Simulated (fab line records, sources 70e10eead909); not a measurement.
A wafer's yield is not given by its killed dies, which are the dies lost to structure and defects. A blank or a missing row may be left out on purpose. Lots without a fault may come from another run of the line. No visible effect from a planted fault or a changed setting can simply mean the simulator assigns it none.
fab line records + flow nand-harc
[record]
- lots = 12
- wafers = 36
- last-day = 34
route steps=1302 shown A_SLIT@939 A_WL_FILL@968 END@1302
lots that met no fault: taken from a fault-free run of the same line
start-h: hours from the record's opening day to when the first of the lot's shown wafers began + wait-h: how many hours have passed since the lot's step before this one + " as in the row above + L1.1+2: several wafers, shown together as one row + - no value, or no start given + * or withheld: withheld + < > ~ a bound
route shown NAME@n: a module of which the file shows steps, and the number in the route of the first + usual: mean/standard deviation of fault-free wafers + same: alike in all rows + chamber/n: place in a boat + sites: the reading at each site + _std_site: the values' standard deviation + _edge_site: the outer-site mean with the inner-site mean subtracted + radius-mm: how far each site lies from the wafer's centre + mask NAME#n: copy n + behind: the tool/chamber that last shaped the wafer + hold: reason for holding the lot/hours on hold/outcome of the hold + device: transistor that didn't switch, given as n, p or np + end of line: the tests these same wafers got at the end of their route + a step without rows: its recipe alone + killed: dies lost to structure and defects at the first sort, not the wafer's yield + map: a wafer's dies, marking killed ones x, the rest . and places with no die _
set.NAME: setting as actually run; set.NAME@STEP: the setting as run at that earlier step + model.NAME: the simulator's own value behind a step, which no gauge read
steps of the route over a sample of lots; a table a step, a row a wafer
services: from which hour (start-h, from the record's first day; less than 0 if before it) a tool's chamber was out of use, for how many hours, and why
[[steps]]
[step NHARC_A_SLIT_ETCH_17]
[recipe]
- bias-v = 900
- source-w = withheld
- pressure-mtorr = 20
- ar-flow-sccm = 375
- c4f8-flow-sccm = 83.3
- o2-flow-sccm = 41.7
- time-s = 4254.5
- target-depth-a = 2.03e+05
- chemistry = C4F8/O2/Ar
[usual]
- drypump-motor-current-A = 5.6/0.62
- mfc-ar-sccm = 374.9/1.1
- oes-air-line-au = 1.001/0.021
- showerhead-plenum-p-Torr = 3.66/0.19
- throttle-valve-pct = 32.045/0.0098
| lot.wafer | tool        | chamber | start-h | wait-h | drypump-motor-current-A | mfc-ar-sccm | oes-air-line-au | rf-hours-counter-h | showerhead-plenum-p-Torr | throttle-valve-pct |
|-----------|-------------|---------|---------|--------|-------------------------|-------------|-----------------|--------------------|--------------------------|--------------------|
| L244.2    | har-etch-02 | 0       | 462.36  | -      | 6.7                     | 375.0       | 1.005           | 39                 | 3.92                     | 32.030             |
| L244.5    | "           | 0       | 464.78  | -      | 6.6                     | 373.5       | 0.983           | -                  | 3.92                     | 32.053             |
| L244.6    | "           | 1       | "       | "      | 6.0                     | 374.5       | 1.020           | -                  | 3.92                     | 32.044             |
| L246.1    | har-etch-01 | 1       | 471.70  | -      | 5.1                     | 373.3       | 1.044           | 253                | 3.59                     | 32.037             |
| L246.4    | "           | 0       | "       | "      | 5.1                     | 378.6       | 1.022           | -                  | 3.49                     | 32.065             |
| L246.3    | "           | 1       | "       | "      | 5.1                     | 374.0       | 1.028           | -                  | 3.59                     | 32.045             |
| L247.1    | har-etch-02 | 0       | 473.21  | -      | 6.6                     | 374.7       | 1.005           | 46                 | 3.91                     | 32.031             |
| L247.4    | "           | 1       | "       | "      | 5.9                     | 373.9       | 0.984           | -                  | 3.91                     | 32.046             |
| L247.5    | "           | 1       | 475.01  | -      | 5.9                     | 374.2       | 0.945           | -                  | 3.91                     | 32.054             |
| L245.1    | har-etch-01 | 0       | 474.97  | -      | 5.0                     | 376.0       | 0.981           | 257                | 3.49                     | 32.065             |
| L245.2    | "           | 1       | "       | "      | 5.2                     | 374.9       | 0.963           | 257                | 3.58                     | 32.056             |
| L245.5    | "           | 1       | 478.05  | -      | 5.1                     | 375.7       | 0.994           | -                  | 3.58                     | 32.045             |
| L248.1    | har-etch-02 | 0       | 493.02  | -      | 6.6                     | 376.0       | 1.017           | 58                 | 3.91                     | 32.051             |
| L248.2    | "           | 1       | "       | "      | 5.9                     | 375.3       | 0.984           | 58                 | 3.91                     | 32.065             |
| L248.5    | "           | 1       | 496.03  | -      | 5.9                     | 374.0       | 1.014           | -                  | 3.91                     | 32.053             |
| L250.1    | har-etch-01 | 0       | 522.95  | -      | 5.0                     | 375.3       | 0.982           | 280                | 3.48                     | 32.036             |
| L250.2    | "           | 1       | "       | "      | 5.2                     | 374.1       | 1.021           | 280                | 3.57                     | 32.036             |
| L250.5    | "           | 0       | 525.33  | -      | 5.0                     | 375.2       | 1.005           | -                  | 3.48                     | 32.068             |
| L251.2    | har-etch-02 | 0       | 541.85  | -      | 6.6                     | 374.4       | 0.973           | 85                 | 3.89                     | 32.048             |
| L251.1    | "           | 1       | "       | "      | 5.9                     | 373.5       | 0.996           | 85                 | 3.89                     | 32.047             |
| L251.4    | "           | 1       | 543.63  | -      | 5.9                     | 375.2       | 1.000           | -                  | 3.89                     | 32.038             |
| L257.1    | har-etch-01 | 0       | 597.41  | -      | 5.0                     | 375.1       | 0.958           | 329                | 3.46                     | 32.034             |
| L257.3    | "           | 1       | 599.24  | -      | 5.1                     | 373.6       | 1.019           | -                  | 3.54                     | 32.038             |
| L257.5    | "           | 0       | "       | "      | 5.1                     | 374.9       | 0.972           | -                  | 3.45                     | 32.024             |
| L260.1    | har-etch-01 | 1       | 628.46  | -      | 5.1                     | 375.5       | 1.015           | 341                | 3.54                     | 32.041             |
| L260.3    | "           | 0       | 630.27  | -      | 5.0                     | 375.9       | 0.994           | -                  | 3.45                     | 32.047             |
| L260.5    | "           | 0       | 631.48  | -      | 5.0                     | 374.6       | 0.984           | -                  | 3.45                     | 32.043             |
| L262.3    | har-etch-02 | 1       | 642.77  | -      | 6.0                     | 375.6       | 0.971           | -                  | 3.86                     | 32.026             |
| L262.4    | "           | 0       | "       | "      | 6.6                     | 374.2       | 0.985           | -                  | 3.86                     | 32.043             |
| L262.6    | "           | 1       | "       | "      | 5.9                     | 376.9       | 0.984           | -                  | 3.86                     | 32.024             |
| L264.1    | har-etch-02 | 0       | 663.15  | -      | 6.6                     | 374.4       | 1.018           | 158                | 3.85                     | 32.056             |
| L264.4    | "           | 0       | 664.36  | -      | 6.6                     | 373.5       | 0.987           | -                  | 3.85                     | 32.049             |
| L264.3    | "           | 1       | "       | "      | 6.0                     | 376.0       | 0.974           | -                  | 3.85                     | 32.062             |
| L266.2    | har-etch-02 | 0       | 690.80  | -      | 6.6                     | 374.4       | 1.008           | 169                | 3.84                     | 32.045             |
| L266.3    | "           | 1       | "       | "      | 5.9                     | 373.6       | 0.976           | -                  | 3.84                     | 32.044             |
| L266.5    | "           | 0       | 693.22  | -      | 6.6                     | 373.6       | 1.011           | -                  | 3.84                     | 32.041             |
[step NHARC_A_SLIT_ETCH_26]
[recipe]
- bias-v = 400
- source-w = 2000
- pressure-mtorr = 25
- time-s = 90
- ar-flow-sccm = 375
- c4f8-flow-sccm = 41.7
- o2-flow-sccm = 83.3
- target-depth-a = 4000
- chemistry = C4F8/O2/Ar
[usual]
- drypump-motor-current-A = 5.6/0.62
- mfc-ar-sccm = 375.1/1.2
- oes-air-line-au = 0.999/0.021
- showerhead-plenum-p-Torr = 3.69/0.19
- throttle-valve-pct = 27.619/0.0099
| lot.wafer | tool        | chamber | start-h | wait-h | drypump-motor-current-A | mfc-ar-sccm | oes-air-line-au | rf-hours-counter-h | showerhead-plenum-p-Torr | throttle-valve-pct |
|-----------|-------------|---------|---------|--------|-------------------------|-------------|-----------------|--------------------|--------------------------|--------------------|
| L244.2    | har-etch-02 | 0       | 465.99  | 3.0    | 6.6                     | 377.2       | 0.990           | 42                 | 3.96                     | 27.619             |
| L244.5    | "           | 0       | "       | "      | 6.6                     | 375.5       | 1.036           | -                  | 3.96                     | 27.616             |
| L244.6    | "           | 1       | "       | "      | 5.9                     | 376.2       | 0.988           | -                  | 3.96                     | 27.608             |
| L246.1    | har-etch-01 | 1       | 474.81  | 2.5    | 5.1                     | 375.7       | 0.984           | 256                | 3.61                     | 27.614             |
| L246.4    | "           | 0       | "       | "      | 5.0                     | 374.3       | 1.020           | -                  | 3.52                     | 27.627             |
| L246.3    | "           | 1       | "       | "      | 5.1                     | 374.3       | 0.976           | -                  | 3.61                     | 27.624             |
| L247.1    | har-etch-02 | 0       | 476.25  | 2.4    | 6.6                     | 375.7       | 1.010           | 49                 | 3.95                     | 27.617             |
| L247.4    | "           | 1       | "       | "      | 5.9                     | 374.1       | 1.007           | -                  | 3.95                     | 27.629             |
| L247.5    | "           | 1       | "       | "      | 5.9                     | 373.8       | 0.975           | -                  | 3.95                     | 27.622             |
| L245.1    | har-etch-01 | 0       | 478.67  | 3.1    | 5.1                     | 375.7       | 0.973           | 260                | 3.52                     | 27.631             |
| L245.2    | "           | 1       | "       | "      | 5.1                     | 374.7       | 0.975           | 260                | 3.61                     | 27.619             |
| L245.5    | "           | 1       | "       | "      | 5.1                     | 374.7       | 0.992           | -                  | 3.61                     | 27.619             |
| L248.1    | har-etch-02 | 0       | 496.63  | 3.0    | 6.6                     | 374.5       | 0.952           | 61                 | 3.94                     | 27.607             |
| L248.2    | "           | 1       | "       | "      | 5.9                     | 375.4       | 0.984           | 61                 | 3.94                     | 27.605             |
| L248.5    | "           | 1       | "       | "      | 5.9                     | 375.6       | 1.016           | -                  | 3.94                     | 27.619             |
| L250.1    | har-etch-01 | 0       | 526.52  | 3.0    | 5.0                     | 376.3       | 1.007           | 283                | 3.51                     | 27.626             |
| L250.2    | "           | 1       | "       | "      | 5.1                     | 375.2       | 1.043           | 283                | 3.60                     | 27.641             |
| L250.5    | "           | 0       | "       | "      | 5.0                     | 374.3       | 1.020           | -                  | 3.51                     | 27.635             |
| L251.2    | har-etch-02 | 0       | 545.42  | 3.0    | 6.6                     | 375.2       | 0.963           | 88                 | 3.93                     | 27.612             |
| L251.1    | "           | 1       | "       | "      | 5.9                     | 375.9       | 1.001           | 88                 | 3.93                     | 27.630             |
| L251.4    | "           | 1       | "       | "      | 5.9                     | 375.6       | 0.989           | -                  | 3.93                     | 27.618             |
| L257.1    | har-etch-01 | 0       | 601.07  | 3.0    | 5.1                     | 375.6       | 0.983           | 332                | 3.48                     | 27.623             |
| L257.3    | "           | 1       | "       | "      | 5.1                     | 374.9       | 0.996           | -                  | 3.57                     | 27.607             |
| L257.5    | "           | 0       | "       | "      | 5.1                     | 374.3       | 0.957           | -                  | 3.48                     | 27.605             |
| L260.1    | har-etch-01 | 1       | 632.08  | 3.0    | 5.1                     | 376.0       | 0.982           | 344                | 3.57                     | 27.634             |
| L260.3    | "           | 0       | "       | "      | 5.0                     | 374.3       | 1.039           | -                  | 3.47                     | 27.620             |
| L260.5    | "           | 0       | "       | "      | 5.1                     | 375.5       | 1.019           | -                  | 3.47                     | 27.627             |
| L262.3    | har-etch-02 | 1       | 645.22  | 1.9    | 5.9                     | 374.5       | 0.968           | -                  | 3.90                     | 27.601             |
| L262.4    | "           | 0       | "       | "      | 6.6                     | 376.8       | 1.032           | -                  | 3.90                     | 27.615             |
| L262.6    | "           | 1       | "       | "      | 5.9                     | 376.5       | 0.979           | -                  | 3.90                     | 27.617             |
| L264.1    | har-etch-02 | 0       | 666.78  | 3.0    | 6.6                     | 374.5       | 1.008           | 161                | 3.89                     | 27.612             |
| L264.4    | "           | 0       | "       | "      | 6.6                     | 374.5       | 1.002           | -                  | 3.89                     | 27.602             |
| L264.3    | "           | 1       | "       | "      | 6.0                     | 374.4       | 0.988           | -                  | 3.89                     | 27.623             |
| L266.2    | har-etch-02 | 0       | 693.86  | 2.5    | 6.6                     | 373.2       | 1.022           | 172                | 3.88                     | 27.618             |
| L266.3    | "           | 1       | "       | "      | 5.9                     | 375.6       | 1.022           | -                  | 3.88                     | 27.612             |
| L266.5    | "           | 0       | "       | "      | 6.6                     | 375.3       | 1.018           | -                  | 3.88                     | 27.609             |
[step NHARC_A_SLIT_CD_MEAS_21]
[usual]
- cd-nm = 289.6/0.84
| lot.wafer | tool      | chamber | start-h | wait-h | cd-nm |
|-----------|-----------|---------|---------|--------|-------|
| L244.2    | cd-sem-01 | -       | 467.43  | -      | 290.6 |
| L244.5    | "         | -       | "       | "      | 291.0 |
| L244.6    | "         | -       | "       | "      | 290.8 |
| L246.1    | cd-sem-01 | -       | 476.66  | -      | 288.5 |
| L246.3    | "         | -       | "       | "      | 288.6 |
| L246.4    | "         | -       | "       | "      | 288.8 |
| L247.1    | cd-sem-01 | -       | 477.65  | -      | 289.7 |
| L247.4    | "         | -       | "       | "      | 289.4 |
| L247.5    | "         | -       | "       | "      | 289.6 |
| L245.1    | cd-sem-02 | -       | 480.09  | -      | 288.3 |
| L245.2    | "         | -       | "       | "      | 289.9 |
| L245.5    | "         | -       | "       | "      | 289.3 |
| L248.1    | cd-sem-03 | -       | 498.06  | -      | 289.5 |
| L248.2    | "         | -       | "       | "      | 289.0 |
| L248.5    | "         | -       | "       | "      | 289.9 |
| L250.1    | cd-sem-02 | -       | 527.93  | -      | 289.8 |
| L250.2    | "         | -       | "       | "      | 290.4 |
| L250.5    | "         | -       | "       | "      | 289.6 |
| L251.1    | cd-sem-01 | -       | 546.84  | -      | 288.8 |
| L251.2    | "         | -       | "       | "      | 288.2 |
| L251.4    | "         | -       | "       | "      | 288.2 |
| L257.1    | cd-sem-02 | -       | 602.48  | -      | 291.1 |
| L257.3    | "         | -       | "       | "      | 290.7 |
| L257.5    | "         | -       | "       | "      | 291.6 |
| L260.1    | cd-sem-02 | -       | 633.50  | -      | 288.8 |
| L260.3    | "         | -       | "       | "      | 289.9 |
| L260.5    | "         | -       | "       | "      | 289.3 |
| L262.3    | cd-sem-01 | -       | 646.60  | -      | 289.6 |
| L262.4    | "         | -       | "       | "      | 289.6 |
| L262.6    | "         | -       | "       | "      | 289.7 |
| L264.1    | cd-sem-02 | -       | 668.20  | -      | 290.1 |
| L264.3    | "         | -       | "       | "      | 289.2 |
| L264.4    | "         | -       | "       | "      | 288.7 |
| L266.2    | cd-sem-02 | -       | 695.25  | -      | 290.9 |
| L266.3    | "         | -       | "       | "      | 290.4 |
| L266.5    | "         | -       | "       | "      | 289.8 |
[step NHARC_A_WL_FILL_ETCHBACK_17]
[recipe]
- target-depth-a = 40
- time-s = 26.7
- chemistry = Cl2/BCl3
[usual]
- drypump-motor-current-A = 5.3/0.31
- oes-product-au = 1.000/0.0097
- run-length-s = 47.7/0.44
| lot.wafer | tool         | chamber | start-h | wait-h | drypump-motor-current-A | oes-product-au | rf-hours-counter-h | run-length-s |
|-----------|--------------|---------|---------|--------|-------------------------|----------------|--------------------|--------------|
| L244.2    | rie-metal-03 | 1       | 485.93  | -      | 5.4                     | 0.989          | 2.7                | 47.4         |
| L244.5    | "            | 0       | "       | "      | 4.9                     | 0.999          | -                  | 48.1         |
| L244.6    | "            | 1       | "       | "      | 5.4                     | 0.976          | -                  | 47.9         |
| L246.1    | rie-metal-01 | 1       | 496.54  | -      | 5.1                     | 0.996          | 1.5                | 47.4         |
| L246.4    | "            | 0       | "       | "      | 5.4                     | 1.016          | -                  | 47.8         |
| L246.3    | "            | 1       | "       | "      | 5.1                     | 1.002          | -                  | 47.4         |
| L247.1    | rie-metal-02 | 1       | 496.59  | -      | 6.0                     | 1.004          | 0.7                | 47.6         |
| L247.4    | "            | 0       | "       | "      | 5.5                     | 0.997          | -                  | 47.8         |
| L247.5    | "            | 1       | "       | "      | 6.0                     | 1.000          | -                  | 47.2         |
| L245.2    | rie-metal-03 | 1       | 497.46  | -      | 5.4                     | 0.982          | 2.9                | 47.2         |
| L245.1    | "            | 0       | "       | "      | 4.9                     | 0.999          | 2.6                | 48.2         |
| L245.5    | "            | 1       | "       | "      | 5.4                     | 0.994          | -                  | 47.1         |
| L248.1    | rie-metal-03 | 1       | 516.70  | -      | 5.4                     | 0.984          | 3.0                | 47.2         |
| L248.2    | "            | 0       | "       | "      | 4.9                     | 0.988          | 2.7                | 48.0         |
| L248.5    | "            | 1       | "       | "      | 5.4                     | 0.991          | -                  | 47.3         |
| L250.1    | rie-metal-02 | 1       | 546.99  | -      | 5.9                     | 1.007          | 1.4                | 47.3         |
| L250.2    | "            | 0       | "       | "      | 5.5                     | 1.002          | 1.4                | 48.1         |
| L250.5    | "            | 1       | "       | "      | 5.9                     | 1.004          | -                  | 47.3         |
| L251.2    | rie-metal-03 | 1       | 565.04  | -      | 5.4                     | 0.981          | 0.5                | 47.8         |
| L251.1    | "            | 0       | "       | "      | 4.9                     | 1.004          | 0.5                | 47.9         |
| L251.4    | "            | 0       | "       | "      | 4.9                     | 1.010          | -                  | 48.0         |
| L257.1    | rie-metal-03 | 0       | 624.23  | -      | 4.9                     | 1.015          | 1.3                | 31.5         |
| L257.3    | "            | 1       | "       | "      | 5.3                     | 0.996          | -                  | 47.2         |
| L257.5    | "            | 0       | "       | "      | 4.9                     | 1.004          | -                  | 31.7         |
| L260.1    | rie-metal-03 | 0       | 652.04  | -      | 4.9                     | 1.007          | 1.6                | 31.7         |
| L260.3    | "            | 0       | "       | "      | 4.9                     | 1.027          | -                  | 31.8         |
| L260.5    | "            | 1       | "       | "      | 5.4                     | 0.987          | -                  | 47.1         |
| L262.3    | rie-metal-02 | 0       | 667.29  | -      | 5.5                     | 0.997          | -                  | 47.9         |
| L262.4    | "            | 1       | "       | "      | 5.9                     | 0.990          | -                  | 47.8         |
| L262.6    | "            | 0       | "       | "      | 5.5                     | 1.005          | -                  | 48.0         |
| L264.1    | rie-metal-01 | 1       | 685.34  | -      | 5.1                     | 1.014          | 2.0                | 47.3         |
| L264.4    | "            | 0       | "       | "      | 5.4                     | 1.007          | -                  | 48.4         |
| L264.3    | "            | 1       | "       | "      | 5.1                     | 0.989          | -                  | 47.2         |
| L266.2    | rie-metal-03 | 1       | 715.15  | -      | 5.4                     | 0.994          | 0.2                | 47.8         |
| L266.3    | "            | 1       | "       | "      | 5.4                     | 0.994          | -                  | 47.1         |
| L266.5    | "            | 0       | "       | "      | 4.9                     | 0.995          | -                  | 47.9         |
[step NHARC_END_SORT_01]
[recipe]
- temp-c = 25
[usual]
- killed-at-array = 53/18
- killed-at-other = 0.8/1.1
- killed-at-periphery = 4.1/2.7
- killed-dies = 58/18
- killed-open = 3.1/1.7
- killed-short = 2.7/1.7
[same]
- gross-dies = 677
| lot.wafer | tool      | chamber | start-h | wait-h | killed-at-array | killed-at-other | killed-at-periphery | killed-dies | killed-open | killed-short |
|-----------|-----------|---------|---------|--------|-----------------|-----------------|---------------------|-------------|-------------|--------------|
| L257.1    | prober-01 | 0       | 705.87  | 2.5    | 272             | 1               | 1                   | 274         | 0           | 6            |
| L257.3    | prober-01 | 0       | 707.47  | 3.1    | 39              | 0               | 0                   | 39          | 1           | 3            |
| L257.5    | prober-01 | 0       | 709.07  | 3.7    | 277             | 1               | 1                   | 279         | 6           | 7            |
| L260.1    | prober-01 | 0       | 733.41  | 2.5    | 271             | 0               | 1                   | 272         | 4           | 4            |
| L260.3    | prober-01 | 0       | 735.01  | 3.1    | 278             | 1               | 3                   | 282         | 3           | 4            |
| L260.5    | prober-01 | 0       | 736.61  | 3.7    | 72              | 0               | 2                   | 74          | 4           | 2            |
// killed by level:class
L257.1 A_WL_FILL:area-etchback=219 A_SLIT:chamber-film-flake=31 A_CHANNEL_HOLE_D1:chamber-film-flake=6 A_STAIRCASE:chamber-film-flake=4 A_ONON_D2:geometric-particle:short=3 A_BLC:chamber-film-flake=3 A_SGD_CUT:geometric-particle:short=1 A_WL_FILL:geometric-particle:short=1
L257.3 A_SLIT:chamber-film-flake=22 A_CHANNEL_HOLE_D1:chamber-film-flake=4 A_STAIRCASE:chamber-film-flake=3 A_SGD_CUT:geometric-particle:short=2 A_DECK1_JOINT:chamber-film-flake=2 A_BLC:chamber-film-flake=2 A_ONON_D2:geometric-particle:short=1 A_CHANNEL_FILL_D2:geometric-particle:open=1
L257.5 A_WL_FILL:area-etchback=222 A_SLIT:chamber-film-flake=31 A_CHANNEL_HOLE_D1:chamber-film-flake=7 A_CHANNEL_FILL_D2:geometric-particle:open=4 A_WL_FILL:chamber-film-flake=3 A_DECK1_JOINT:geometric-particle:short=2 A_ONON_D2:geometric-particle:short=2 A_WL_FILL:geometric-particle:short=2
L260.1 A_WL_FILL:area-etchback=211 A_SLIT:chamber-film-flake=15 A_CHANNEL_HOLE_D1:chamber-film-flake=14 A_CHANNEL_HOLE_D2:chamber-film-flake=13 A_STAIRCASE:chamber-film-flake=3 A_CONTACT:chamber-film-flake=3 A_CHANNEL_FILL_D1:geometric-particle:short=2 A_DECK1_JOINT:geometric-particle:open=2
L260.3 A_WL_FILL:area-etchback=187 A_CHANNEL_HOLE_D1:chamber-film-flake=31 A_SLIT:chamber-film-flake=30 A_CHANNEL_HOLE_D2:chamber-film-flake=17 A_STAIRCASE:chamber-film-flake=4 A_CONTACT:chamber-film-flake=4 P_GATE:geometric-particle:short=1 P_CONTACT:geometric-particle:open=1
L260.5 A_SLIT:chamber-film-flake=22 A_CHANNEL_HOLE_D2:chamber-film-flake=16 A_CHANNEL_HOLE_D1:chamber-film-flake=15 A_CONTACT:chamber-film-flake=5 A_WL_FILL:chamber-film-flake=4 A_STAIRCASE:chamber-film-flake=3 A_CHANNEL_FILL_D2:geometric-particle:open=2 P_CONTACT:geometric-particle:open=1
[[services]]
| tool         | chamber | start-h | hours | kind       |
|--------------|---------|---------|-------|------------|
| rie-metal-02 | -       | 454.00  | 9.0   | pm         |
| rie-metal-02 | 0       | 454.00  | 9.0   | vent-cycle |
| rie-metal-02 | 1       | 454.00  | 9.0   | vent-cycle |
| rie-metal-02 | 0       | 463.00  | -     | clean      |
| rie-metal-02 | 1       | 463.00  | -     | clean      |
| rie-metal-01 | 1       | 474.78  | 7.5   | repair     |
| rie-metal-02 | -       | 482.43  | 0.5   | repair     |
| rie-metal-03 | -       | 519.00  | 9.0   | pm         |
| rie-metal-03 | 0       | 519.00  | 9.0   | vent-cycle |
| rie-metal-03 | 1       | 519.00  | 9.0   | vent-cycle |
| rie-metal-03 | 0       | 528.00  | -     | clean      |
| rie-metal-03 | 1       | 528.00  | -     | clean      |
| rie-metal-01 | 0       | 542.15  | 1.5   | repair     |
| rie-metal-01 | -       | 575.00  | 9.0   | pm         |
| rie-metal-02 | 0       | 580.88  | 15.2  | repair     |
| rie-metal-02 | -       | 631.00  | 9.0   | pm         |
| rie-metal-02 | 0       | 631.00  | 9.0   | vent-cycle |
| rie-metal-02 | 0       | 680.70  | 17.8  | repair     |
| rie-metal-03 | 0       | 684.16  | 2.7   | repair     |
| rie-metal-03 | -       | 696.00  | 9.0   | pm         |
| rie-metal-03 | 0       | 696.00  | 9.0   | vent-cycle |
| rie-metal-03 | 1       | 696.00  | 9.0   | vent-cycle |
| rie-metal-03 | 0       | 705.00  | -     | clean      |
| rie-metal-03 | 1       | 705.00  | -     | clean      |
[[key]]
[first-sign]
- step = NHARC_A_WL_FILL_ETCHBACK_17
- reading = run-length-s
- direction = down
- sigmas = 37
- usual = *
- struck = *
[effect]
- step = NHARC_END_SORT_01
- reading = killed-at-array
- direction = up
- sigmas = 12
- usual = 53
- struck = 274
[more-kills-born-at]
- NHARC_A_WL_FILL_ETCHBACK_17@rie-metal-03 = 839
met-at NHARC_A_WL_FILL_ETCHBACK_17
struck-lots L257,L260
struck-wafers L257.1,L257.5,L260.1,L260.3
tester-left-out L257,L260
not-acting-at NHARC_A_SLIT_ETCH_17,NHARC_A_SLIT_ETCH_26,NHARC_A_SLIT_CD_MEAS_21
onset-between 565.04 624.23
[fault]
- kind = process-parameter-drift
- tool = rie-metal-03
- chamber = 0
- onset-h = 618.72
- steps = NHARC_A_WL_FILL_ETCHBACK_17
- channel = time-s
- offset = *
- shape = step
- end-h = 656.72
- acts-in = *
- stated = *
// tester-left-out: of these lots the tester's yield and bins aren't shown, on N5 and GAA mostly nor the transistor test; their killed dies are dies lost to structure and defects alone, not to doping, threshold or leakage, so they don't give the yield
